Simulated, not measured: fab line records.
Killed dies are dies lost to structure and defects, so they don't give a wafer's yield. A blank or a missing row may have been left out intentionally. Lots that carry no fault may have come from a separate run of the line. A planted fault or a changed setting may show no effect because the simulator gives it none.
The tool behind it: which one? | flow nandHarc | 36 wafers from 12 lots sampled at 4 of the route's 1302 steps

## WHAT THE GAUGES READ, wafer by wafer
The record lacks any reading of a measuring or inspecting step that a usual standard deviation could be used to judge.

## WHAT TOOL EACH LOT RAN ON (gives the tool, then ch and the chambers of the sampled wafers, and finally the start)
lot  | NHARC_A_CHANNEL_FILL_D2_ALD_15               | NHARC_A_CHANNEL_FILL_D2_ETCHBACK_20 | NHARC_A_CHANNEL_FILL_D2_STRIP_28  | NHARC_A_STAIRCASE_STRIP_171
L382 | aldSinBatch-01 ch 0, day 14 04:44            | rieDiel-06 ch 1,2, day 14 16:26     | rieDiel-06 ch 0,1,2, day 14 16:32 | plasmaAsher-02 ch 0,1, day 15 17:25
L384 | aldSinBatch-03 ch 0, day 15 13:23 or earlier | rieDiel-06 ch 0,1,3, day 15 13:23   | rieDiel-06 ch 0,2,3, day 15 13:28 | plasmaAsher-01 ch 0,1, day 16 15:01
L385 | aldSinBatch-02 ch 0, day 16 08:13 or earlier | rieDiel-10 ch 0,3, day 16 08:13     | rieDiel-10 ch 1,2,3, day 16 08:18 | plasmaAsher-02 ch 0,1, day 17 11:37
L386 | aldSinBatch-02 ch 0, day 16 08:14 or earlier | rieDiel-06 ch 2,3, day 16 08:14     | rieDiel-06 ch 1,2,3, day 16 08:20 | plasmaAsher-01 ch 0,1, day 17 11:38
L395 | aldSinBatch-03 ch 0, day 19 20:05 or earlier | rieDiel-06 ch 1,2,3, day 19 20:05   | rieDiel-06 ch 0,1,2, day 19 20:11 | plasmaAsher-01 ch 0,1, day 20 22:00
L396 | aldSinBatch-03 ch 0, day 20 11:41 or earlier | rieDiel-10 ch 2,3, day 20 11:41     | rieDiel-10 ch 1,3, day 20 11:47   | plasmaAsher-01 ch 0,1, day 21 13:37
L397 | aldSinBatch-02 ch 0, day 20 15:17 or earlier | rieDiel-10 ch 0,1,2, day 20 15:17   | rieDiel-10 ch 1,3, day 20 15:23   | plasmaAsher-02 ch 1, day 21 13:42
L398 | aldSinBatch-01 ch 0, day 21 01:25 or earlier | rieDiel-07 ch 0,1,2, day 21 01:25   | rieDiel-07 ch 0,1,2, day 21 01:31 | plasmaAsher-01 ch 0,1, day 22 02:55
L399 | aldSinBatch-02 ch 0, day 21 15:56 or earlier | rieDiel-06 ch 0,1,2, day 21 15:56   | rieDiel-06 ch 1,2,3, day 21 16:01 | plasmaAsher-02 ch 0,1, day 22 18:56
L401 | aldSinBatch-03 ch 0, day 22 11:43 or earlier | rieDiel-07 ch 1,2, day 22 11:43     | rieDiel-07 ch 0,3, day 22 11:49   | plasmaAsher-01 ch 0,1, day 23 13:09
L403 | aldSinBatch-03 ch 0, day 23 07:56 or earlier | rieDiel-07 ch 1,2,3, day 23 07:56   | rieDiel-07 ch 1,2,3, day 23 08:03 | plasmaAsher-02 ch 0,1, day 24 09:05
L404 | aldSinBatch-02 ch 0, day 23 14:29 or earlier | rieDiel-10 ch 0,1,2, day 23 14:29   | rieDiel-10 ch 1,2,3, day 23 14:35 | plasmaAsher-01 ch 0,1, day 24 18:03
- NHARC_A_CHANNEL_FILL_D2_ALD_15: deposits SiNx, target thk 2 nm, pulse time 60 s, ald cycles 19.
- NHARC_A_CHANNEL_FILL_D2_ETCHBACK_20: etches the open film in C4F8/O2/Ar, target depth 27 nm, time 13.5 s.
- NHARC_A_CHANNEL_FILL_D2_STRIP_28: strips in O2, time 20 s.
- NHARC_A_STAIRCASE_STRIP_171: strips in O2.

## WHAT THE TOOLS THEMSELVES READ (means of the sampled wafers that have a number; where no wafer has one, the mark that the record gives instead)
NHARC_A_CHANNEL_FILL_D2_ALD_15. Usual: precursorPulseHeightRel 1.001, standard deviation 0.019.
lot  | tool           | precursorPulseHeightRel | flag
L382 | aldSinBatch-01 | 1.002                   | 
L384 | aldSinBatch-03 | 1.001                   | 
L385 | aldSinBatch-02 | 0.998                   | 
L386 | aldSinBatch-02 | 1.005                   | 
L395 | aldSinBatch-03 | 1.012                   | 
L396 | aldSinBatch-03 | 0.990                   | 
L397 | aldSinBatch-02 | 1.001                   | 
L398 | aldSinBatch-01 | 0.998                   | 
L399 | aldSinBatch-02 | 0.993                   | 
L401 | aldSinBatch-03 | 0.996                   | 
L403 | aldSinBatch-03 | 1.020                   | 
L404 | aldSinBatch-02 | 1.010                   | 

NHARC_A_CHANNEL_FILL_D2_ETCHBACK_20. Usual: oesProductAu 0.989 a.u., standard deviation 0.024; rfVppV 978 V, standard deviation 5.
lot  | tool       | oesProductAu (a.u.) | rfVppV (V) | flag
L382 | rieDiel-06 | 1.003               | 972        | 
L384 | rieDiel-06 | 0.997               | 977        | 
L385 | rieDiel-10 | 0.987               | 979        | 
L386 | rieDiel-06 | 0.939               | 974        | 
L395 | rieDiel-06 | 1.003               | 974        | 
L396 | rieDiel-10 | 0.996               | 983        | 
L397 | rieDiel-10 | 1.005               | 979        | 
L398 | rieDiel-07 | 1.005               | 981        | 
L399 | rieDiel-06 | 0.996               | 975        | 
L401 | rieDiel-07 | 0.961               | 980        | 
L403 | rieDiel-07 | 1.004               | 982        | 
L404 | rieDiel-10 | 1.003               | 978        | 

NHARC_A_CHANNEL_FILL_D2_STRIP_28. Usual: chamberPressureMTorr is 60.00 mTorr with standard deviation 0.055, drypumpMotorCurrentA is 5.5 A with standard deviation 0.45, mfcArSccm is 0.006 sccm with standard deviation 0.0052, oesProductAu is 0.999 a.u. with standard deviation 0.012, rfVppV is 57.7 V with standard deviation 0.87, showerheadPlenumPTorr is 3.53 Torr with standard deviation 0.11, and throttleValvePct is 17.038 % with standard deviation 0.0093.
lot  | tool       | chamberPressureMTorr (mTorr) | drypumpMotorCurrentA (A) | mfcArSccm (sccm) | oesProductAu (a.u.) | rfVppV (V) | showerheadPlenumPTorr (Torr) | throttleValvePct (%) | flag
L382 | rieDiel-06 | 59.99                        | 5.3                      | 0.009            | 0.998               | 57.7       | 3.45                         | 17.039               | 
L384 | rieDiel-06 | 59.99                        | 5.7                      | 0.007            | 0.993               | 56.6       | 3.51                         | 17.044               | 
L385 | rieDiel-10 | 60.02                        | 5.3                      | 0.006            | 0.990               | 57.4       | 3.60                         | 17.041               | 
L386 | rieDiel-06 | 60.01                        | 5.5                      | 0.006            | 1.007               | 56.7       | 3.42                         | 17.046               | 
L395 | rieDiel-06 | 60.06                        | 5.3                      | 0.009            | 1.009               | 58.1       | 3.45                         | 17.022               | 
L396 | rieDiel-10 | 60.04                        | 5.2                      | 0.007            | 0.992               | 58.0       | 3.57                         | 17.033               | 
L397 | rieDiel-10 | 60.02                        | 5.4                      | 0.003            | 0.989               | 57.8       | 3.53                         | 17.039               | 
L398 | rieDiel-07 | 59.99                        | 5.3                      | 0.005            | 0.997               | 57.8       | 3.59                         | 17.046               | 
L399 | rieDiel-06 | 60.06                        | 5.5                      | 0.006            | 0.992               | 57.5       | 3.42                         | 17.049               | 
L401 | rieDiel-07 | 60.04                        | 5.6                      | 0.002            | 1.009               | 57.6       | 3.60                         | 17.043               | 
L403 | rieDiel-07 | 59.95                        | 5.7                      | 0.003            | 1.002               | 58.4       | 3.63                         | 17.038               | 
L404 | rieDiel-10 | 60.02                        | 5.3                      | 0.006            | 1.000               | 57.0       | 3.59                         | 17.043               | 

NHARC_A_STAIRCASE_STRIP_171. Usual: drypumpMotorCurrentA 6.03 A, standard deviation 0.13; heaterPowerW 329 W, standard deviation 34.
lot  | tool           | drypumpMotorCurrentA (A) | heaterPowerW (W) | flag
L382 | plasmaAsher-02 | 6.00                     | 325              | 
L384 | plasmaAsher-01 | 6.10                     | 343              | 
L385 | plasmaAsher-02 | -                        | -                | OFF
L386 | plasmaAsher-01 | -                        | -                | OFF
L395 | plasmaAsher-01 | 6.10                     | 342              | 
L396 | plasmaAsher-01 | 6.10                     | 344              | 
L397 | plasmaAsher-02 | 6.13                     | 357              | 
L398 | plasmaAsher-01 | 6.10                     | 349              | 
L399 | plasmaAsher-02 | 5.92                     | 300              | 
L401 | plasmaAsher-01 | 6.10                     | 343              | 
L403 | plasmaAsher-02 | 5.90                     | 300              | 
L404 | plasmaAsher-01 | 6.09                     | 352              | 

## THE ANSWER, worked out from the rows above alone
Rule: take the mean of a lot's wafers that have a number; if it is more than 3 standard deviations from the usual mean, the lot is off. A lot without any number at a reading at which 4 lots or more have one is off too. Where the step has rows for the other lots, those lots are counted as sound. First the gauges in route order, then the tools' own readings, where a lot's mean is used as printed above. The first step at which some lot is off is used, and at that step the reading that is off furthest; a lot without a number counts as furthest.
Off: L385, L386 (NHARC_A_STAIRCASE_STRIP_171, drypumpMotorCurrentA). Without a number there: L385, L386.
A tool fits if, at that step or a process step before it, it ran every lot that is off, and no sound lot after the first of them. NHARC_A_CHANNEL_FILL_D2_ALD_15 gives no start for some lots, so the hours and the order of its lots are those of NHARC_A_CHANNEL_FILL_D2_ETCHBACK_20. Not one of the candidates tried fits.

## WHAT THE SIMULATOR HAD PUT IN
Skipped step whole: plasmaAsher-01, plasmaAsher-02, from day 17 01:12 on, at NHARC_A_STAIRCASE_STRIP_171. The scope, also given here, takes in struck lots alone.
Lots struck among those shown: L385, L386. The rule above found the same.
